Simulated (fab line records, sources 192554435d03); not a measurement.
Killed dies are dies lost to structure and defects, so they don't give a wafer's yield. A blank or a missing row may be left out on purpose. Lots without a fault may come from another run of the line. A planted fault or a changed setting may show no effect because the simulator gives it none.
Chamber matching | flow n5_finfet | N5_BEOL_M4_ETCH_64 on rie_diel-05: 4 sister chambers
The step etches SOC in N2/H2, target depth 75 nm, overetch 22.5 nm, time 121.9 s. 14 wafers are shown with their chamber, then 7 later ones without.

WAFERS WITH THEIR CHAMBER
wafer  | chamber | throttle_valve_pct (%) | showerhead_plenum_p_Torr (Torr) | drypump_motor_current_A (A)
L074.2 | 1       | 18.04                  | 2.60                            | 5.1
L074.3 | 2       | 17.18                  | 2.69                            | 5.2
L074.6 | 2       | 17.18                  | 2.69                            | 5.2
L076.2 | 2       | 17.18                  | 2.69                            | 5.2
L076.5 | 1       | 18.03                  | 2.60                            | 5.2
L076.6 | 0       | 17.74                  | 2.44                            | 6.4
L079.3 | 3       | 18.02                  | 2.60                            | 5.6
L079.4 | 0       | 17.74                  | 2.44                            | 6.4
L079.6 | 0       | 17.75                  | 2.44                            | 6.4
L080.3 | 3       | 18.01                  | 2.59                            | 5.6
L080.4 | 0       | 17.76                  | 2.43                            | 6.4
L080.5 | 3       | 18.00                  | 2.59                            | 5.5
L085.3 | 2       | 17.19                  | 2.68                            | 5.2
L085.4 | 0       | 17.76                  | 2.43                            | 6.4

SIGNATURES (means of the wafers above)
reading                  | chamber 0 | chamber 1 | chamber 2 | chamber 3 | scatter within a chamber
throttle_valve_pct       | 17.7500   | 18.0350   | 17.1825   | 18.0100   | 0.00851
showerhead_plenum_p_Torr | 2.4360    | 2.6000    | 2.6875    | 2.5933    | 0.00512
drypump_motor_current_A  | 6.400     | 5.150     | 5.200     | 5.567     | 0.0342
Rule: a wafer's distance from a chamber is the root of the sum, over the readings, of the square of ((its reading less the chamber's mean) divided by the reading's scatter). The wafer belongs to the nearest chamber; if the next one is less than 2 further off, it can't be placed. The scatter: the root of (the sum of the squares of (reading less its chamber's mean) over the shown wafers, divided by (wafers less chambers)).

WAFERS WITHOUT THEIR CHAMBER
wafer  | throttle_valve_pct (%) | showerhead_plenum_p_Torr (Torr) | drypump_motor_current_A (A)
L085.5 | 17.66                  | 2.59                            | 5.2
L094.2 | 17.24                  | 2.67                            | 5.2
L094.3 | 17.72                  | 2.58                            | 5.2
L094.6 | 17.58                  | 2.58                            | 5.5
L096.1 | 17.83                  | 2.42                            | 6.4
L096.3 | 17.57                  | 2.58                            | 5.6
L096.5 | 17.74                  | 2.58                            | 5.1

WHICH CHAMBER EACH WENT THROUGH
wafer  | from the rows above     | in truth
L085.5 | can't be placed: 3 or 1 | 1
L094.2 | 2                       | 2
L094.3 | can't be placed: 3 or 1 | 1
L094.6 | 0                       | 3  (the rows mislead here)
L096.1 | 0                       | 0
L096.3 | 0                       | 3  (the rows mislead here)
L096.5 | can't be placed: 3 or 1 | 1
Placed correctly: 2 of 7. Can't be placed from these rows: 3 (the true chamber is among the candidates in 3). Placed wrongly: 2.
